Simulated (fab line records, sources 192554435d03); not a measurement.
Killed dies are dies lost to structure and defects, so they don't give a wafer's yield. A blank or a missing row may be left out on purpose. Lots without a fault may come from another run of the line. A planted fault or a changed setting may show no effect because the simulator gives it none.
fab line records | flow n5_finfet
record lots=24 wafers=72 last_day=17
route steps=1938 shown BEOL_M0_CUTY@712 BEOL_M0@722 BEOL_M1@773
lots that met no fault: from a run of the same line without faults
start_h: hours from the record's first day to the start of the lot's first wafer shown | wait_h: hours since the lot's step before | " the same as in the row above | L1.1+2: a row that stands for several wafers | - no value, or no start given | * or withheld: withheld | < > ~ a bound
route shown NAME@n: a module of which the file shows steps, and the number in the route of the first | usual: mean/standard deviation of fault-free wafers | same: alike in all rows | chamber/n: place in a boat | sites: the reading at each site | _std_site: their standard deviation | _edge_site: outer sites' mean less inner sites' | radius_mm: how far each site lies from the wafer's centre | mask NAME#n: copy n | behind: the tool/chamber that last shaped the wafer | hold: why the lot was held/for how many hours/how that ended | device: the transistor (n, p or np) that didn't switch | end of line: the same wafers' tests at the end of the route | a step without rows: its recipe alone | killed: dies lost to structure and defects at the first sort, not the wafer's yield | map: a wafer's dies, x killed, . not, _ none there
set.NAME: the setting as run; set.NAME@STEP: as run at that earlier step | model.NAME: the simulator's own value behind a step, which no gauge read
steps of the route over a sample of lots; a table a step, a row a wafer
services: from which hour (start_h, from the record's first day; less than 0 if before it) a tool's chamber was out of use, for how many hours, and why
## steps
# step N5_BEOL_M0_CUTY_ETCH_62
# recipe chemistry=CF4 target=SiARC mask_material=CAR-ArF-block time_s=58.5 ion_energy_ev=80 pressure_mtorr=40 source_w=545 bias_w=36 Ar_flow_sccm=100 cf4_flow_sccm=100 ends=cleared
# usual drypump_motor_current_A=5.7/0.52 etch_rf_on_time_s=57.8/1.7 oes_product_au=0.66/0.064 rf_vpp_V=183.8/1 showerhead_plenum_p_Torr=2.11/0.069 throttle_valve_pct=15.72/0.19
# columns lot.wafer tool chamber start_h wait_h drypump_motor_current_A etch_rf_on_time_s oes_product_au rf_hours_counter_h rf_vpp_V showerhead_plenum_p_Torr throttle_valve_pct
L074.1 rie_diel-06 1 112.78 0.0 5.6 57.6 0.64 161 182.4 1.98 15.79
L074.2 " 0 " " 6.5 59.3 0.59 226 183.6 2.11 15.71
L074.4 " 1 " " 5.6 57.4 0.65 - 182.0 1.98 15.80
L075.1 rie_diel-05 0 122.29 0.0 5.8 59.1 0.65 160 183.9 2.12 15.85
L075.3 " 1 " " 6.1 55.1 0.65 177 181.6 2.04 15.88
L075.4 " 2 " " 6.5 56.7 0.71 108 183.8 2.14 15.48
L076.2 rie_diel-05 3 124.97 0.0 5.4 56.0 0.67 148 182.9 2.13 15.57
L076.3 " 2 " " 6.5 57.7 0.70 109 185.0 2.14 15.49
L076.5 " 2 " " 6.5 58.1 0.70 - 184.3 2.14 15.47
L077.2 rie_diel-04 0 132.31 0.0 6.0 58.6 0.65 127 185.1 2.24 15.74
L077.5 " 3 " " 4.9 57.4 0.64 - 183.6 2.06 15.80
L077.6 " 0 " " 6.0 58.3 0.65 - 185.0 2.24 15.73
L078.1 rie_diel-06 1 136.21 0.0 5.6 58.3 0.64 172 182.4 1.97 15.78
L078.5 " 1 " " 5.6 58.5 0.63 - 181.9 1.97 15.80
L078.6 " 3 " " 5.1 57.3 0.83 - 183.0 2.10 15.33
L079.1 rie_diel-05 2 147.04 0.0 6.5 57.1 0.70 117 184.0 2.14 15.47
L079.3 " 0 " " 5.8 59.4 0.63 170 184.0 2.12 15.85
L079.4 " 3 " " 5.4 56.0 0.66 155 183.2 2.13 15.56
L080.3 rie_diel-04 2 153.20 0.0 4.8 60.7 0.60 193 184.2 2.21 15.69
L080.4 " 0 " " 6.0 57.5 0.65 135 185.8 2.24 15.76
L080.5 " 0 " " 6.0 57.6 0.65 - 184.2 2.24 15.73
L081.1 rie_diel-05 1 155.44 0.0 6.1 55.4 0.65 190 184.3 2.03 15.90
L081.5 " 3 " " 5.4 55.6 0.66 - 184.0 2.13 15.58
L081.6 " 0 " " 5.8 59.2 0.64 - 183.0 2.12 15.86
L082.3 rie_diel-05 0 159.01 0.0 5.7 59.7 0.63 174 183.5 2.12 15.88
L082.4 " 2 " " 6.5 57.6 0.68 122 184.2 2.14 15.51
L082.6 " 1 " " 6.2 55.5 0.64 - 182.1 2.03 15.94
L083.2 rie_diel-04 3 170.33 0.0 4.9 57.0 0.63 156 183.0 2.06 15.83
L083.4 " 3 " " 4.9 57.2 0.63 - 182.3 2.06 15.83
L083.5 " 3 " " 4.9 57.2 0.62 - 183.1 2.06 15.82
L084.2 rie_diel-04 2 175.17 0.0 4.9 61.2 0.59 201 185.0 2.21 15.72
L084.5 " 2 " " 4.8 61.2 0.60 - 184.2 2.21 15.72
L084.6 " 3 " " 4.9 57.4 0.63 - 183.2 2.05 15.84
L085.2 rie_diel-04 3 183.13 0.0 4.9 57.3 0.62 162 183.5 2.05 15.83
L085.3 " 2 " " 4.9 61.7 0.60 204 184.3 2.21 15.72
L085.4 " 1 " " 5.8 58.1 0.74 - 184.4 2.18 15.78
L086.1 rie_diel-05 1 193.14 0.0 6.1 56.2 0.63 204 183.1 2.03 15.94
L086.3 " 0 " " 5.7 60.2 0.62 187 181.7 2.11 15.91
L086.4 " 3 " " 5.4 55.9 0.66 171 184.7 2.12 15.58
L087.4 rie_diel-05 3 195.29 0.0 5.4 56.6 0.65 171 184.0 2.12 15.60
L087.5 " 0 " " 5.7 60.7 0.61 - 184.2 2.12 15.91
L087.6 " 1 " " 6.1 56.4 0.63 - 182.7 2.03 15.94
L088.3 rie_diel-06 3 198.29 0.0 5.1 57.2 0.78 20 183.1 2.09 15.37
L088.5 " 3 " " 5.1 57.0 0.78 - 184.2 2.09 15.38
L088.6 " 0 " " 6.5 59.4 0.58 - 183.7 2.10 15.75
L089.1 rie_diel-06 0 203.51 0.0 6.4 60.0 0.57 250 184.1 2.10 15.73
L089.3 " 2 " " 5.6 56.4 0.77 32 185.1 2.17 15.33
L089.4 " 1 " " 5.6 58.6 0.62 191 182.0 1.97 15.86
L090.1 rie_diel-04 0 209.57 0.0 6.0 58.4 0.64 143 184.9 2.23 15.75
L090.4 " 3 " " 4.9 57.5 0.61 169 183.6 2.05 15.85
L090.6 " 1 " " 5.8 57.8 0.73 - 184.3 2.18 15.79
L091.2 rie_diel-04 0 217.45 0.0 6.0 58.5 0.64 146 186.4 2.23 15.77
L091.3 " 2 " " 4.9 62.2 0.58 217 184.9 2.20 15.75
L091.5 " 2 " " 4.9 61.6 0.59 - 184.3 2.20 15.75
L092.4 rie_diel-05 0 223.70 0.0 5.7 59.6 0.61 197 184.4 2.11 15.94
L092.5 " 3 " " 5.4 55.3 0.65 - 184.9 2.12 15.61
L092.6 " 2 " " 6.5 58.2 0.67 - 184.7 2.13 15.54
L093.3 rie_diel-05 0 224.83 0.0 5.7 58.9 0.62 198 185.1 2.11 15.93
L093.4 " 3 " " 5.4 55.3 0.65 182 183.8 2.12 15.63
L093.5 " 0 " " 5.8 59.6 0.62 - 183.8 2.11 15.92
L094.1 rie_diel-05 0 235.33 0.0 5.7 59.7 0.61 203 185.1 2.11 15.94
L094.4 " 1 " " 6.1 55.5 0.63 220 183.2 2.02 15.98
L094.6 " 0 " " 5.7 60.1 0.60 - 184.8 2.11 15.94
L095.1 rie_diel-04 3 240.15 0.0 4.9 58.0 0.60 181 182.4 2.05 15.87
L095.3 " 1 " " 5.8 58.4 0.71 69 185.8 2.18 15.83
L095.4 " 2 " " 4.9 62.1 0.58 227 184.6 2.20 15.76
L096.1 rie_diel-05 2 246.87 0.0 6.5 57.9 0.66 153 183.4 2.13 15.55
L096.3 " 3 " " 5.4 55.8 0.64 191 183.6 2.12 15.64
L096.5 " 1 " " 6.2 56.5 0.62 - 182.4 2.02 16.00
L097.3 rie_diel-06 3 251.48 0.0 5.1 56.8 0.76 36 183.3 2.09 15.40
L097.4 " 1 " " 5.6 57.7 0.61 - 180.7 1.96 15.87
L097.6 " 3 " " 5.1 56.8 0.75 - 184.0 2.09 15.39
# step N5_BEOL_M0_STRIP_142
# recipe chemistry=N2/H2 time_s=10 power_w=450 temp_c=40 pressure_mtorr=20 rf_frequency_hz=6e+07 bias_power_w=7 n2_flow_sccm=200 h2_flow_sccm=200
# usual drypump_motor_current_A=5.7/0.52 h2_flow_sccm=200.0/0.56 oes_product_au=0.78/0.078 rf_vpp_V=59.1/0.94 showerhead_plenum_p_Torr=2.52/0.098 throttle_valve_pct=23.76/0.3
# columns lot.wafer tool chamber start_h wait_h drypump_motor_current_A h2_flow_sccm oes_product_au rf_hours_counter_h rf_vpp_V showerhead_plenum_p_Torr throttle_valve_pct
L074.1 rie_diel-06 0 113.62 0.0 6.5 198.9 0.69 226 59.2 2.52 24.15
L074.2 " 2 " " 5.6 199.8 0.97 2 59.6 2.58 23.13
L074.4 " 0 " " 6.5 199.1 0.68 - 59.4 2.52 24.14
L075.1 rie_diel-04 3 124.97 0.0 4.9 200.2 0.75 139 57.9 2.44 23.93
L075.3 " 1 " " 5.8 200.2 0.91 22 59.9 2.59 23.94
L075.4 " 2 " " 4.9 199.7 0.73 189 60.8 2.63 23.55
L076.2 rie_diel-06 1 126.29 0.0 5.6 199.8 0.75 167 57.6 2.32 23.61
L076.3 " 0 " " 6.4 199.6 0.68 232 59.3 2.52 24.13
L076.5 " 2 " " 5.6 199.9 0.95 - 59.0 2.58 23.14
L077.2 rie_diel-06 1 136.67 0.0 5.6 200.0 0.74 172 58.6 2.31 23.62
L077.5 " 2 " " 5.6 200.5 0.93 - 60.0 2.58 23.15
L077.6 " 3 " " 5.1 200.4 0.97 - 58.0 2.49 23.56
L078.1 rie_diel-04 3 136.95 0.0 4.9 199.8 0.75 143 57.2 2.44 23.93
L078.5 " 3 " " 4.9 200.3 0.74 - 58.4 2.44 23.92
L078.6 " 0 " " 6.1 200.2 0.77 - 59.2 2.67 24.07
L079.1 rie_diel-04 0 147.73 0.0 6.0 200.3 0.74 132 57.9 2.67 24.06
L079.3 " 1 " " 5.8 200.9 0.89 30 60.3 2.59 23.95
L079.4 " 3 " " 4.9 200.2 0.74 147 59.7 2.44 23.93
L080.3 rie_diel-04 1 156.03 0.0 5.8 199.6 0.88 34 58.7 2.58 23.96
L080.4 " 3 " " 4.9 200.1 0.74 151 58.3 2.44 23.94
L080.5 " 3 " " 4.9 200.0 0.74 - 59.1 2.44 23.94
L081.1 rie_diel-05 3 156.31 0.0 5.4 199.3 0.77 159 61.2 2.51 23.31
L081.5 " 1 " " 6.1 200.2 0.75 - 59.1 2.41 23.65
L081.6 " 2 " " 6.5 199.7 0.81 - 58.3 2.56 23.51
L082.3 rie_diel-04 1 161.64 0.0 5.8 200.0 0.88 35 60.1 2.58 23.95
L082.4 " 0 " " 6.0 199.5 0.75 138 59.8 2.67 24.06
L082.6 " 1 " " 5.8 200.0 0.88 - 59.6 2.58 23.96
L083.2 rie_diel-05 1 172.87 0.0 6.2 199.8 0.74 196 59.6 2.41 23.67
L083.4 " 2 " " 6.5 200.0 0.80 126 59.0 2.56 23.47
L083.5 " 1 " " 6.1 199.7 0.74 - 60.6 2.41 23.67
L084.2 rie_diel-05 0 175.83 0.0 5.8 199.5 0.74 181 60.2 2.53 24.16
L084.5 " 1 " " 6.1 199.9 0.74 - 58.6 2.41 23.67
L084.6 " 2 " " 6.5 199.8 0.80 - 58.9 2.55 23.47
L085.2 rie_diel-04 2 186.09 0.0 4.9 201.0 0.71 205 59.2 2.62 23.57
L085.3 " 1 " " 5.8 199.2 0.86 46 58.4 2.58 23.99
L085.4 " 3 " " 4.9 200.3 0.73 - 58.8 2.43 23.97
L087.4 rie_diel-05 3 196.68 0.0 5.4 200.1 0.76 172 58.4 2.51 23.32
L087.5 " 3 " " 5.5 200.3 0.75 - 59.8 2.51 23.32
L087.6 " 0 " " 5.7 199.8 0.73 - 58.0 2.52 24.16
L086.1 rie_diel-05 3 196.79 0.0 5.4 200.6 0.75 172 58.2 2.51 23.33
L086.3 " 2 " " 6.5 199.7 0.80 133 57.5 2.55 23.48
L086.4 " 0 " " 5.7 199.8 0.72 189 59.7 2.52 24.16
L088.3 rie_diel-04 2 199.10 0.0 4.9 200.4 0.71 211 58.8 2.62 23.60
L088.5 " 2 " " 4.9 200.1 0.71 - 59.8 2.62 23.58
L088.6 " 3 " " 4.9 199.9 0.73 - 59.0 2.43 23.96
L089.1 rie_diel-05 2 204.19 0.0 6.5 199.5 0.79 137 58.6 2.55 23.49
L089.3 " 3 " " 5.4 200.5 0.74 175 59.5 2.51 23.34
L089.4 " 1 " " 6.1 199.8 0.73 209 59.0 2.40 23.69
L090.1 rie_diel-04 2 210.22 0.0 4.9 199.8 0.69 215 59.7 2.62 23.60
L090.4 " 3 " " 4.9 199.6 0.73 169 59.6 2.43 23.96
L090.6 " 1 " " 5.8 201.0 0.84 - 60.7 2.57 23.99
L091.2 rie_diel-06 3 218.85 0.0 5.1 200.7 0.89 25 58.5 2.48 23.61
L091.3 " 1 " " 5.6 200.1 0.71 196 57.9 2.30 23.66
L091.5 " 1 " " 5.6 199.6 0.72 - 59.2 2.30 23.65
L092.4 rie_diel-04 1 224.47 0.0 5.8 199.0 0.83 62 58.9 2.57 24.00
L092.5 " 1 " " 5.8 200.6 0.84 - 59.5 2.57 23.99
L092.6 " 2 " " 4.9 200.1 0.69 - 58.6 2.61 23.59
L093.3 rie_diel-04 2 226.06 0.0 4.9 200.0 0.70 221 59.7 2.61 23.59
L093.4 " 1 " " 5.8 200.4 0.84 63 58.9 2.57 24.03
L093.5 " 1 " " 5.8 201.1 0.83 - 58.5 2.57 24.00
L094.1 rie_diel-06 2 237.50 0.0 5.6 199.1 0.88 42 59.9 2.56 23.18
L094.4 " 1 " " 5.6 199.7 0.72 203 58.4 2.30 23.66
L094.6 " 2 " " 5.6 199.7 0.87 - 58.6 2.56 23.18
L095.1 rie_diel-04 3 243.66 0.0 4.9 201.2 0.71 182 58.5 2.43 23.97
L095.3 " 0 " " 6.1 200.1 0.73 157 60.2 2.66 24.10
L095.4 " 1 " " 5.8 199.7 0.83 70 58.6 2.57 24.01
L096.1 rie_diel-06 3 252.56 0.0 5.1 201.2 0.87 37 59.9 2.48 23.61
L096.3 " 1 " " 5.6 200.5 0.71 209 57.7 2.30 23.67
L096.5 " 1 " " 5.6 200.7 0.71 - 56.8 2.30 23.66
L097.3 rie_diel-05 0 252.62 0.0 5.7 200.5 0.71 210 58.9 2.52 24.18
L097.4 " 3 " " 5.4 200.2 0.74 - 59.4 2.50 23.36
L097.6 " 0 " " 5.7 199.9 0.71 - 59.4 2.52 24.19
# step N5_BEOL_M0_SPUTTER_132
# recipe material=Cu target_thk_a=40 temp_c=-20 chamber_pressure_pa=0.07 power_w=withheld time_s=7.37
# usual throttle_valve_pct=30.3/1
# columns lot.wafer tool chamber start_h wait_h throttle_valve_pct
L074.1 pvd_sputter-03 - 115.93 0.0 28.9
L074.2 " - " " 30.5
L074.4 " - " " 31.2
L075.1 pvd_sputter-02 - 126.70 0.0 30.6
L075.3 " - " " 29.8
L075.4 " - " " 30.9
L076.2 pvd_sputter-03 - 128.24 0.0 28.6
L076.3 " - " " 28.7
L076.5 " - " " 31.0
L077.2 pvd_sputter-02 - 138.57 0.0 30.3
L077.5 " - " " 30.8
L077.6 " - " " 30.2
L078.1 pvd_sputter-01 - 140.18 0.0 30.4
L078.5 " - " " 30.4
L078.6 " - " " 30.2
L079.1 pvd_sputter-03 - 151.00 0.0 30.3
L079.3 " - " " 28.9
L079.4 " - " " 31.1
L081.1 pvd_sputter-02 - 157.51 0.0 30.4
L081.5 " - " " 30.4
L081.6 " - " " 30.8
L080.3 pvd_sputter-02 - 159.87 0.0 30.4
L080.4 " - " " 31.0
L080.5 " - " " 29.9
L082.3 pvd_sputter-03 - 163.77 0.0 28.7
L082.4 " - " " 31.2
L082.6 " - " " 28.7
L083.2 pvd_sputter-01 - 175.72 0.0 30.0
L083.4 " - " " 30.3
L083.5 " - " " 32.8
L084.2 pvd_sputter-01 - 178.61 0.0 30.0
L084.5 " - " " 30.3
L084.6 " - " " 31.2
L085.2 pvd_sputter-02 - 188.39 0.0 30.8
L085.3 " - " " 30.4
L085.4 " - " " 30.4
L087.4 pvd_sputter-02 - 199.54 0.0 29.7
L087.5 " - " " 29.8
L087.6 " - " " 30.3
L086.1 pvd_sputter-01 - 199.70 0.0 30.5
L086.3 " - " " 31.3
L086.4 " - " " 32.8
L088.3 pvd_sputter-03 - 200.42 0.0 31.3
L088.5 " - " " 28.7
L088.6 " - " " 28.6
L089.1 pvd_sputter-03 - 205.46 0.0 28.8
L089.3 " - " " 31.1
L089.4 " - " " 29.0
L090.1 pvd_sputter-03 - 212.66 0.0 30.8
L090.4 " - " " 28.6
L090.6 " - " " 31.1
L091.2 pvd_sputter-01 - 221.57 0.0 30.2
L091.3 " - " " 32.6
L091.5 " - " " 31.5
L092.4 pvd_sputter-03 - 227.75 0.0 28.7
L092.5 " - " " 31.2
L092.6 " - " " 30.7
L093.3 pvd_sputter-02 - 228.75 0.0 30.9
L093.4 " - " " 30.4
L093.5 " - " " 30.9
L094.1 pvd_sputter-02 - 240.00 0.0 29.7
L094.4 " - " " 30.7
L094.6 " - " " 30.4
L095.1 pvd_sputter-01 - 245.48 0.0 33.0
L095.3 " - " " 30.0
L095.4 " - " " 31.2
L096.1 pvd_sputter-03 - 255.66 0.0 31.3
L096.3 " - " " 28.7
L096.5 " - " " 30.7
L097.3 pvd_sputter-03 - 256.10 0.0 28.6
L097.4 " - " " 31.3
L097.6 " - " " 28.6
# step N5_BEOL_M0_ANNEAL_133
# recipe temp_c=400 time_s=60 ambient=vacuum
# usual heater_power_w=872/56
# columns lot.wafer tool chamber start_h wait_h heater_power_w
L074.1 pvd_sputter-03 - 116.01 0.0 973
L074.2 " - " " 848
L074.4 " - " " 846
L075.1 pvd_sputter-02 - 126.78 0.0 853
L075.3 " - " " 897
L075.4 " - " " 886
L076.2 pvd_sputter-03 - 128.32 0.0 815
L076.3 " - " " 1006
L076.5 " - " " 808
L077.2 pvd_sputter-02 - 138.65 0.0 863
L077.5 " - " " 901
L077.6 " - " " 845
L078.1 pvd_sputter-01 - 140.26 0.0 807
L078.5 " - " " 817
L078.6 " - " " 902
L079.1 pvd_sputter-03 - 151.08 0.0 886
L079.3 " - " " 1007
L079.4 " - " " 841
L081.1 pvd_sputter-02 - 157.59 0.0 845
L081.5 " - " " 872
L081.6 " - " " 851
L080.3 pvd_sputter-02 - 159.95 0.0 850
L080.4 " - " " 852
L080.5 " - " " 951
L082.3 pvd_sputter-03 - 163.85 0.0 999
L082.4 " - " " 827
L082.6 " - " " 838
L083.2 pvd_sputter-01 - 175.80 0.0 882
L083.4 " - " " 804
L083.5 " - " " 841
L084.2 pvd_sputter-01 - 178.69 0.0 902
L084.5 " - " " 786
L084.6 " - " " 817
L085.2 pvd_sputter-02 - 188.47 0.0 879
L085.3 " - " " 880
L085.4 " - " " 858
L087.4 pvd_sputter-02 - 199.62 0.0 936
L087.5 " - " " 953
L087.6 " - " " 903
L086.1 pvd_sputter-01 - 199.78 0.0 831
L086.3 " - " " 810
L086.4 " - " " 860
L088.3 pvd_sputter-03 - 200.50 0.0 820
L088.5 " - " " 810
L088.6 " - " " 987
L089.1 pvd_sputter-03 - 205.54 0.0 839
L089.3 " - " " 828
L089.4 " - " " 1031
L090.1 pvd_sputter-03 - 212.74 0.0 847
L090.4 " - " " 838
L090.6 " - " " 809
L091.2 pvd_sputter-01 - 221.65 0.0 794
L091.3 " - " " 870
L091.5 " - " " 799
L092.4 pvd_sputter-03 - 227.83 0.0 990
L092.5 " - " " 832
L092.6 " - " " 860
L093.3 pvd_sputter-02 - 228.83 0.0 888
L093.4 " - " " 881
L093.5 " - " " 867
L094.1 pvd_sputter-02 - 240.08 0.0 927
L094.4 " - " " 891
L094.6 " - " " 858
L095.1 pvd_sputter-01 - 245.56 0.0 837
L095.3 " - " " 911
L095.4 " - " " 807
L096.1 pvd_sputter-03 - 255.74 0.0 814
L096.3 " - " " 996
L096.5 " - " " 861
L097.3 pvd_sputter-03 - 256.18 0.0 824
L097.4 " - " " 825
L097.6 " - " " 839
# step N5_BEOL_M1_STRIP_66
# recipe chemistry=CF4 resist=SiARC power_w=300 bias_power_w=75 pressure_mtorr=50 cf4_flow_sccm=150 rf_frequency_hz=6e+07
# usual drypump_motor_current_A=5.5/0.48 oes_product_au=0.77/0.067 rf_vpp_V=271.6/1.8 showerhead_plenum_p_Torr=1.81/0.074 throttle_valve_pct=13.64/0.2
# columns lot.wafer tool chamber start_h wait_h drypump_motor_current_A oes_product_au rf_hours_counter_h rf_vpp_V showerhead_plenum_p_Torr throttle_valve_pct
L074.1 rie_diel-02 1 118.95 0.0 4.9 0.72 185 268.2 1.71 13.33
L074.2 " 3 " " 5.6 0.88 36 272.7 1.89 13.39
L074.4 " 2 " " 6.1 0.78 93 270.2 1.67 13.79
L075.1 rie_diel-01 3 129.64 0.0 5.2 0.75 142 271.0 1.78 13.74
L075.3 " 1 " " 5.8 0.88 27 273.8 1.90 13.63
L075.4 " 2 " " 4.8 0.96 2 273.2 1.89 13.29
L076.2 rie_diel-02 0 132.86 0.0 5.3 0.74 155 271.9 1.78 13.72
L076.3 " 3 " " 5.6 0.87 40 273.6 1.89 13.40
L076.5 " 0 " " 5.2 0.74 - 270.1 1.78 13.73
L077.2 rie_diel-03 1 141.58 0.0 5.2 0.73 144 271.2 1.79 13.75
L077.5 " 1 " " 5.2 0.74 - 272.5 1.79 13.76
L077.6 " 0 " " 5.3 0.74 - 271.3 1.80 13.95
L078.1 rie_diel-03 3 143.86 0.0 5.8 0.77 98 273.9 1.87 13.58
L078.5 " 0 " " 5.3 0.74 - 270.9 1.80 13.94
L078.6 " 1 " " 5.2 0.74 - 271.6 1.79 13.77
L079.1 rie_diel-02 3 154.03 0.0 5.7 0.86 46 272.9 1.88 13.40
L079.3 " 0 " " 5.3 0.74 162 270.8 1.78 13.74
L079.4 " 2 " " 6.1 0.77 104 267.5 1.67 13.81
L081.1 rie_diel-01 2 162.72 0.0 4.8 0.93 13 272.8 1.89 13.32
L081.5 " 3 " " 5.2 0.75 - 271.5 1.78 13.72
L081.6 " 0 " " 6.1 0.71 - 273.3 1.87 13.79
L080.3 rie_diel-01 1 162.98 0.0 5.8 0.86 38 272.8 1.90 13.65
L080.4 " 0 " " 6.2 0.71 183 272.2 1.87 13.79
L080.5 " 2 " " 4.8 0.94 - 273.5 1.89 13.31
L082.3 rie_diel-01 3 166.09 0.0 5.2 0.75 153 270.1 1.78 13.73
L082.4 " 2 " " 4.8 0.93 14 272.8 1.88 13.32
L082.6 " 3 " " 5.2 0.75 - 270.1 1.78 13.73
L083.2 rie_diel-01 3 180.33 0.0 5.2 0.75 156 271.4 1.78 13.75
L083.4 " 0 " " 6.2 0.71 - 272.5 1.87 13.78
L083.5 " 2 " " 4.8 0.91 - 272.3 1.88 13.33
L084.2 rie_diel-03 2 181.81 0.0 6.4 0.74 156 272.7 1.86 13.46
L084.5 " 2 " " 6.4 0.74 - 272.8 1.86 13.45
L084.6 " 3 " " 5.8 0.76 - 272.1 1.87 13.60
L085.2 rie_diel-03 2 192.13 0.0 6.4 0.74 159 270.5 1.86 13.46
L085.3 " 0 " " 5.3 0.73 182 271.7 1.80 13.95
L085.4 " 1 " " 5.2 0.73 156 270.1 1.79 13.79
L087.4 rie_diel-01 0 203.56 0.0 6.1 0.70 195 271.7 1.86 13.81
L087.5 " 3 " " 5.2 0.74 - 270.5 1.77 13.75
L087.6 " 0 " " 6.2 0.70 - 272.3 1.86 13.81
L086.1 rie_diel-02 3 203.64 0.0 5.6 0.84 60 273.1 1.88 13.45
L086.3 " 0 " " 5.3 0.73 175 270.4 1.77 13.76
L086.4 " 1 " " 4.9 0.71 208 269.0 1.70 13.35
L088.3 rie_diel-01 1 204.02 0.0 5.8 0.86 45 273.8 1.90 13.67
L088.5 " 0 " " 6.2 0.70 - 271.6 1.86 13.81
L088.6 " 3 " " 5.2 0.75 - 271.7 1.77 13.75
L089.1 rie_diel-01 0 208.37 0.0 6.2 0.70 196 271.5 1.86 13.83
L089.3 " 3 " " 5.2 0.73 165 271.2 1.77 13.76
L089.4 " 1 " " 5.8 0.84 45 274.0 1.90 13.69
L090.1 rie_diel-02 0 217.16 0.0 5.3 0.73 179 271.1 1.77 13.78
L090.4 " 3 " " 5.6 0.84 63 274.1 1.88 13.45
L090.6 " 3 " " 5.6 0.84 - 272.2 1.88 13.45
L091.2 rie_diel-02 0 225.54 0.0 5.3 0.73 181 270.7 1.77 13.78
L091.3 " 3 " " 5.6 0.84 66 272.3 1.88 13.46
L091.5 " 3 " " 5.6 0.84 - 273.2 1.88 13.46
L092.4 rie_diel-02 3 230.82 0.0 5.6 0.83 68 272.1 1.88 13.45
L092.5 " 2 " " 6.1 0.75 - 267.8 1.66 13.83
L092.6 " 3 " " 5.6 0.84 - 273.5 1.88 13.46
L093.3 rie_diel-02 2 231.54 0.0 6.1 0.76 124 269.1 1.66 13.85
L093.4 " 0 " " 5.3 0.72 183 271.2 1.77 13.80
L093.5 " 3 " " 5.6 0.83 - 273.3 1.88 13.46
L094.1 rie_diel-01 2 244.14 0.0 4.8 0.87 36 274.6 1.88 13.37
L094.4 " 0 " " 6.2 0.70 206 272.1 1.86 13.86
L094.6 " 2 " " 4.8 0.88 - 274.0 1.88 13.36
L095.1 rie_diel-03 1 248.75 0.0 5.2 0.71 175 272.4 1.78 13.81
L095.3 " 2 " " 6.5 0.72 177 270.8 1.86 13.51
L095.4 " 3 " " 5.8 0.75 129 273.7 1.87 13.64
L096.1 rie_diel-02 2 258.74 0.0 6.0 0.75 134 267.3 1.66 13.88
L096.3 " 0 " " 5.3 0.71 192 270.8 1.77 13.81
L096.5 " 3 " " 5.6 0.82 - 272.8 1.87 13.48
L097.3 rie_diel-02 1 261.01 0.0 4.9 0.70 226 268.6 1.70 13.40
L097.4 " 0 " " 5.3 0.72 193 271.4 1.77 13.80
L097.6 " 3 " " 5.6 0.83 - 274.2 1.87 13.49
# step N5_BEOL_M1_CD_MEAS_28
# recipe landing_energy_ev=500 detector=se_inlens target_cd_y_nm=23.3
# usual cd_nm=23.94/0.22
# columns lot.wafer tool chamber start_h wait_h cd_nm
L074.1 cd_sem-03 0 119.61 - 23.68
L074.2 " 0 " " 23.62
L074.4 " 0 " " 23.49
L075.1 cd_sem-01 0 130.30 - 24.43
L075.3 " 0 " " 24.13
L075.4 " 0 " " 24.23
L076.2 cd_sem-01 0 133.69 - 23.95
L076.3 " 0 " " 24.07
L076.5 " 0 " " 24.07
L077.2 cd_sem-01 0 142.13 - 24.30
L077.5 " 0 " " 23.78
L077.6 " 0 " " 24.41
L078.1 cd_sem-03 0 144.41 - 23.81
L078.5 " 0 " " 23.96
L078.6 " 0 " " 23.70
L079.1 cd_sem-02 0 154.60 - 23.80
L079.3 " 0 " " 23.63
L079.4 " 0 " " 23.66
L081.1 cd_sem-02 0 163.37 - 24.31
L081.5 " 0 " " 24.02
L081.6 " 0 " " 24.45
L080.3 cd_sem-03 0 163.65 - 24.05
L080.4 " 0 " " 23.95
L080.5 " 0 " " 23.83
L082.3 cd_sem-03 0 166.63 - 23.69
L082.4 " 0 " " 24.03
L082.6 " 0 " " 23.69
L083.2 cd_sem-01 0 180.87 - 23.79
L083.4 " 0 " " 23.99
L083.5 " 0 " " 24.19
L084.2 cd_sem-02 0 182.55 - 23.84
L084.5 " 0 " " 23.71
L084.6 " 0 " " 23.84
L085.2 cd_sem-02 0 192.76 - 23.89
L085.3 " 0 " " 23.61
L085.4 " 0 " " 23.69
L087.4 cd_sem-01 0 204.24 - 24.13
L087.5 " 0 " " 24.08
L087.6 " 0 " " 23.49
L086.1 cd_sem-02 0 204.29 - 24.12
L086.3 " 0 " " 24.08
L086.4 " 0 " " 23.91
L088.3 cd_sem-02 0 204.70 - 23.98
L088.5 " 0 " " 23.96
L088.6 " 0 " " 23.63
L089.1 cd_sem-03 0 209.05 - 23.93
L089.3 " 0 " " 24.12
L089.4 " 0 " " 24.16
L090.1 cd_sem-03 0 217.83 - 24.06
L090.4 " 0 " " 24.30
L090.6 " 0 " " 23.79
L091.2 cd_sem-03 0 226.08 - 23.90
L091.3 " 0 " " 23.90
L091.5 " 0 " " 23.85
L092.4 cd_sem-01 0 231.52 - 24.47
L092.5 " 0 " " 24.05
L092.6 " 0 " " 24.00
L093.3 cd_sem-01 0 232.08 - 23.84
L093.4 " 0 " " 23.85
L093.5 " 0 " " 23.94
L094.1 cd_sem-03 0 244.69 - 24.01
L094.4 " 0 " " 24.04
L094.6 " 0 " " 23.98
L095.1 cd_sem-02 0 249.30 - 23.97
L095.3 " 0 " " 24.16
L095.4 " 0 " " 24.23
L096.1 cd_sem-03 0 259.29 - 23.84
L096.3 " 0 " " 24.18
L096.5 " 0 " " 24.13
L097.3 cd_sem-02 0 261.74 - 24.00
L097.4 " 0 " " 23.85
L097.6 " 0 " " 23.89
## services
# columns tool chamber start_h hours kind
rie_diel-05 1 93.73 1.5 repair
pvd_sputter-03 - 99.64 2.2 repair
rie_diel-02 2 100.33 12.5 repair
pvd_sputter-03 - 107.67 2.0 repair
rie_diel-06 3 112.52 - clean
rie_diel-06 3 112.52 - consumable_replace:focus_ring
pvd_sputter-03 - 113.99 0.9 repair
rie_diel-01 - 127.88 1.2 repair
pvd_sputter-01 - 129.15 1.9 repair
rie_diel-05 - 130.49 0.3 repair
rie_diel-03 - 138.91 0.2 repair
rie_diel-03 2 153.41 8.3 repair
rie_diel-04 0 167.03 32.6 repair
rie_diel-03 1 168.76 2.7 repair
rie_diel-01 1 178.44 15.9 repair
rie_diel-04 3 191.39 5.6 repair
rie_diel-06 0 204.57 - clean
rie_diel-03 0 215.28 6.4 repair
rie_diel-05 - 219.24 0.6 repair
rie_diel-06 - 226.50 4.3 pm
pvd_sputter-02 - 238.19 1.5 repair
rie_diel-06 2 244.62 10.0 repair
rie_diel-05 1 249.20 16.5 repair
rie_diel-01 - 250.99 1.8 repair
## key
fault none
